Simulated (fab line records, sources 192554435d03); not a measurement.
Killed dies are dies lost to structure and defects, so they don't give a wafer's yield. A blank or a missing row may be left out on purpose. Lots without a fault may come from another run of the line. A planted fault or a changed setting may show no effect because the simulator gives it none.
Which tool did it? | flow n5_finfet | 9 lots, 24 wafers sampled, at 4 steps of a route of 1938

WHAT THE GAUGES READ, wafer by wafer
N5_BEOL_M0_SAQP_THK_MEAS_05.
lot  | measured     | on            | thk_nm (nm)
L290 | day 6 01:33  | film_metro-01 | 60.4 61.0 60.6
L291 | day 6 05:03  | film_metro-01 | 60.1 60.4 61.5
L294 | day 6 21:38  | film_metro-01 | 60.0 58.5 61.3
L295 | day 7 04:31  | film_metro-02 | 59.4 60.6 60.5
L296 | day 7 16:48  | film_metro-02 | 59.7 60.6 60.3
L300 | day 8 14:10  | film_metro-02 | 58.8 59.4 60.5
L305 | day 9 20:51  | film_metro-02 | 81.1 82.5
L307 | day 10 07:04 | film_metro-02 | 82.2 83.7
L310 | day 10 20:52 | film_metro-01 | 58.6 82.5

WHICH TOOL RAN EACH LOT (tool, then ch and the chambers of the sampled wafers, then the start)
lot  | N5_MOL_CONTACT_COAG_ETCH_48       | N5_MOL_CONTACT_COAG_CMP_52   | N5_BEOL_M0_SAQP_PECVD_04
L290 | rie_diel-06 ch 1,2, day 5 20:12   | cmp-03 ch 1,3, day 5 20:56   | pecvd-03 ch 1,2, day 6 01:27
L291 | rie_diel-04 ch 1,2,3, day 5 22:55 | cmp-01 ch 0,1, day 5 23:46   | pecvd-04 ch 1,2, day 6 04:58
L294 | rie_diel-06 ch 1,2,3, day 6 15:27 | cmp-01 ch 0,1,2, day 6 16:23 | pecvd-03 ch 0,2, day 6 21:32
L295 | rie_diel-04 ch 1,2, day 6 22:52   | cmp-01 ch 0,1,3, day 6 23:52 | pecvd-03 ch 1,2, day 7 04:23
L296 | rie_diel-06 ch 1,2, day 7 08:52   | cmp-03 ch 0,1,3, day 7 09:41 | pecvd-03 ch 1,2, day 7 16:42
L300 | rie_diel-04 ch 1,2,3, day 8 08:58 | cmp-01 ch 1,3, day 8 09:45   | pecvd-03 ch 0,1,2, day 8 14:04
L305 | rie_diel-04 ch 0,2, day 9 15:40   | cmp-01 ch 0,2, day 9 16:29   | pecvd-03 ch 0, day 9 20:42
L307 | rie_diel-04 ch 2, day 10 01:34    | cmp-01 ch 0,3, day 10 02:25  | pecvd-03 ch 1, day 10 06:58
L310 | rie_diel-01 ch 0,1, day 10 15:38  | cmp-01 ch 0,3, day 10 16:23  | pecvd-03 ch 0,1, day 10 20:46
- N5_MOL_CONTACT_COAG_ETCH_48: etches SiOC in C4F6/O2, target depth 15 nm, overetch 4.5 nm, time 17 s.
- N5_MOL_CONTACT_COAG_CMP_52: polishes, stops on SiO2, t overpolish 1.5 s, target thk 66.5 nm.
- N5_BEOL_M0_SAQP_PECVD_04: deposits a-Si from SiH4/He, target thk 60 nm, time 60.2 s.

THE ANSWER, worked out from the rows above alone
Rule: what is usual is taken from the lots themselves. Put in order of their means at a reading, lots are off if they are a third of the lots or fewer, leave a main group of 4 or more, and stand apart from it by a gap of 3 or more times the standard deviation of the main group's means; of several such gaps the widest counts. A main group whose means are all the same, to the digits that the tables above print for the reading, isn't used. A lot without any number at a reading at which 4 lots or more have one is off too. The other lots that the step has rows for count as sound.
Off: L305, L307, L310, at N5_BEOL_M0_SAQP_THK_MEAS_05 (thk_nm). The main group: mean 60.2 nm, standard deviation 0.39.
A tool fits if, at a process step before that reading, it ran every lot that is off, and no sound lot after the first of them. The gauges at N5_BEOL_M0_SAQP_THK_MEAS_05 are tried like those tools. Can't be told from this: 2 tools fit, cmp-01 at N5_MOL_CONTACT_COAG_CMP_52, pecvd-03 at N5_BEOL_M0_SAQP_PECVD_04.

WHAT THE SIMULATOR HAD PUT IN
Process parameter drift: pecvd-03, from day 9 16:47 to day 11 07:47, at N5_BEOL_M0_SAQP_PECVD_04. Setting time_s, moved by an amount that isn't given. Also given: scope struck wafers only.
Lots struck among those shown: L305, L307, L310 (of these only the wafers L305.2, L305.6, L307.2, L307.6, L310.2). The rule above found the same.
